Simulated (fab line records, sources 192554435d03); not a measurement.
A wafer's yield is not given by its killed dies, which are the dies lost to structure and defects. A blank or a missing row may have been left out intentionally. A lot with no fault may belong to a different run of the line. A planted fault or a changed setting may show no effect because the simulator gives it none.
Split-lot study || flow n5-finfet || 21 wafers read from 7 lots, route of 1938 steps

== ON THE SPLIT ==
At N5_BEOL_M5_COAT_05 (resist thk 30 nm), the setting spin-rpm was moved away from the recipe's 1500 rpm on 11 of the 21 wafers read, by -7.4% to +7.2%. All remaining wafers had this setting at the recipe value.

== FROM THE SPLIT TO THE READING: what the file shows between them, 4 steps ==
- N5_BEOL_M5_EBR_07
- N5_BEOL_M5_SOFTBAKE_06: time 60 s
- N5_BEOL_M5_EXPOSE_08: exposes mask M5, target cd 28 nm
- N5_BEOL_M5_PEB_09: peb time 60 s

== THE READING ==
CAR-EUV_of_BEOL_M5_COAT_05.thk-nm (the simulator's own value, which no gauge read), in nm, at N5_BEOL_M5_DEVELOP_10 (develop time 30 s). The file gives no usual value for it. Here, 10 wafers ran the recipe; their average is 29.6 nm with a standard deviation of 0.17 nm.

{"wafer": "L078.1", "tool, chamber at the split": "litho-track-05, 0", "spin-rpm as run, rpm": 1500, "against the recipe": "recipe", "CAR-EUV_of_BEOL_M5_COAT_05.thk-nm, nm": 29.6, "against lot-mates on the recipe": "-"}
{"wafer": "L078.2", "tool, chamber at the split": "litho-track-05, 0", "spin-rpm as run, rpm": 1446, "against the recipe": "-3.6%", "CAR-EUV_of_BEOL_M5_COAT_05.thk-nm, nm": 30.2, "against lot-mates on the recipe": "+0.6"}
{"wafer": "L078.5", "tool, chamber at the split": "litho-track-05, 0", "spin-rpm as run, rpm": 1446, "against the recipe": "-3.6%", "CAR-EUV_of_BEOL_M5_COAT_05.thk-nm, nm": 30.2, "against lot-mates on the recipe": "+0.6"}
{"wafer": "L083.1", "tool, chamber at the split": "litho-track-05, 0", "spin-rpm as run, rpm": 1500, "against the recipe": "recipe", "CAR-EUV_of_BEOL_M5_COAT_05.thk-nm, nm": 29.6, "against lot-mates on the recipe": "-"}
{"wafer": "L083.4", "tool, chamber at the split": "litho-track-05, 0", "spin-rpm as run, rpm": 1500, "against the recipe": "recipe", "CAR-EUV_of_BEOL_M5_COAT_05.thk-nm, nm": 29.8, "against lot-mates on the recipe": "-"}
{"wafer": "L083.6", "tool, chamber at the split": "litho-track-05, 0", "spin-rpm as run, rpm": 1500, "against the recipe": "recipe", "CAR-EUV_of_BEOL_M5_COAT_05.thk-nm, nm": 29.8, "against lot-mates on the recipe": "-"}
{"wafer": "L084.1", "tool, chamber at the split": "litho-track-05, 0", "spin-rpm as run, rpm": 1608, "against the recipe": "+7.2%", "CAR-EUV_of_BEOL_M5_COAT_05.thk-nm, nm": 28.4, "against lot-mates on the recipe": "no lot-mate on the recipe"}
{"wafer": "L084.3", "tool, chamber at the split": "litho-track-05, 0", "spin-rpm as run, rpm": 1608, "against the recipe": "+7.2%", "CAR-EUV_of_BEOL_M5_COAT_05.thk-nm, nm": 28.6, "against lot-mates on the recipe": "no lot-mate on the recipe"}
{"wafer": "L084.6", "tool, chamber at the split": "litho-track-05, 0", "spin-rpm as run, rpm": 1608, "against the recipe": "+7.2%", "CAR-EUV_of_BEOL_M5_COAT_05.thk-nm, nm": 28.6, "against lot-mates on the recipe": "no lot-mate on the recipe"}
{"wafer": "L085.4", "tool, chamber at the split": "litho-track-02, 0", "spin-rpm as run, rpm": 1500, "against the recipe": "recipe", "CAR-EUV_of_BEOL_M5_COAT_05.thk-nm, nm": 29.8, "against lot-mates on the recipe": "-"}
{"wafer": "L085.5", "tool, chamber at the split": "litho-track-02, 0", "spin-rpm as run, rpm": 1432, "against the recipe": "-4.5%", "CAR-EUV_of_BEOL_M5_COAT_05.thk-nm, nm": 30.4, "against lot-mates on the recipe": "+0.6"}
{"wafer": "L085.6", "tool, chamber at the split": "litho-track-02, 0", "spin-rpm as run, rpm": 1432, "against the recipe": "-4.5%", "CAR-EUV_of_BEOL_M5_COAT_05.thk-nm, nm": 30.4, "against lot-mates on the recipe": "+0.6"}
{"wafer": "L093.1", "tool, chamber at the split": "litho-track-05, 0", "spin-rpm as run, rpm": 1500, "against the recipe": "recipe", "CAR-EUV_of_BEOL_M5_COAT_05.thk-nm, nm": 29.4, "against lot-mates on the recipe": "-"}
{"wafer": "L093.4", "tool, chamber at the split": "litho-track-05, 0", "spin-rpm as run, rpm": 1586, "against the recipe": "+5.7%", "CAR-EUV_of_BEOL_M5_COAT_05.thk-nm, nm": 28.6, "against lot-mates on the recipe": -0.8}
{"wafer": "L093.5", "tool, chamber at the split": "litho-track-05, 0", "spin-rpm as run, rpm": 1586, "against the recipe": "+5.7%", "CAR-EUV_of_BEOL_M5_COAT_05.thk-nm, nm": 28.8, "against lot-mates on the recipe": -0.6}
{"wafer": "L094.1", "tool, chamber at the split": "litho-track-05, 0", "spin-rpm as run, rpm": 1500, "against the recipe": "recipe", "CAR-EUV_of_BEOL_M5_COAT_05.thk-nm, nm": 29.4, "against lot-mates on the recipe": "-"}
{"wafer": "L094.3", "tool, chamber at the split": "litho-track-05, 0", "spin-rpm as run, rpm": 1500, "against the recipe": "recipe", "CAR-EUV_of_BEOL_M5_COAT_05.thk-nm, nm": 29.4, "against lot-mates on the recipe": "-"}
{"wafer": "L094.2", "tool, chamber at the split": "litho-track-05, 0", "spin-rpm as run, rpm": 1389, "against the recipe": "-7.4%", "CAR-EUV_of_BEOL_M5_COAT_05.thk-nm, nm": 30.6, "against lot-mates on the recipe": "+1.2"}
{"wafer": "L097.2", "tool, chamber at the split": "litho-track-01, 0", "spin-rpm as run, rpm": 1500, "against the recipe": "recipe", "CAR-EUV_of_BEOL_M5_COAT_05.thk-nm, nm": 29.4, "against lot-mates on the recipe": "-"}
{"wafer": "L097.4", "tool, chamber at the split": "litho-track-01, 0", "spin-rpm as run, rpm": 1500, "against the recipe": "recipe", "CAR-EUV_of_BEOL_M5_COAT_05.thk-nm, nm": 29.4, "against lot-mates on the recipe": "-"}
{"wafer": "L097.3", "tool, chamber at the split": "litho-track-01, 0", "spin-rpm as run, rpm": 1398, "against the recipe": "-6.8%", "CAR-EUV_of_BEOL_M5_COAT_05.thk-nm, nm": 30.6, "against lot-mates on the recipe": "+1.2"}

FIT RESULTS
A straight line over all 21 wafers: CAR-EUV_of_BEOL_M5_COAT_05.thk-nm changes by -0.152 nm for each +1% of spin-rpm; r = -0.98; the points scatter about the line by 0.15 nm.
The same after taking each lot's own level away (the mean of its wafers on the recipe; 18 wafers): -0.146 nm for each +1%; r = -0.99; scatter 0.093 nm.
On that fit, the largest move of spin-rpm shifts the reading by 1.1 nm.
The lots' own levels span 29.40 to 29.80 nm, that is 2.3 times the standard deviation above.
The two slopes are in agreement: the lot-to-lot level therefore moves the slope only a little.
Check: +1.09 nm against its lot-mates is what the line predicts for one of the wafers moved furthest among these (-7.4%) when that wafer is left out of the fit. It came out at +1.2 nm against them.

== THE WHOLE CHAIN: every reading that the file lists as answering this split, in the file's order ==
{"step": "N5_BEOL_M5_COAT_05", "what it does": "resist thk 30 nm", "reading": "CAR-EUV_of_BEOL_M5_COAT_05.thk-nm (the simulator's own value, which no gauge read)", "change (the file's fit)": "-0.158 nm for each +1% of the setting", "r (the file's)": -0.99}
{"step": "N5_BEOL_M5_DEVELOP_10", "what it does": "develop time 30 s", "reading": "CAR-EUV_of_BEOL_M5_COAT_05.thk-nm (the simulator's own value, which no gauge read)", "change (the file's fit)": "-0.155 nm for each +1% of the setting", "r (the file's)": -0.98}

== FILE'S OWN FIT ==
CAR-EUV_of_BEOL_M5_COAT_05.thk-nm changes by -0.155 nm for each +1% of spin-rpm, r = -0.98.
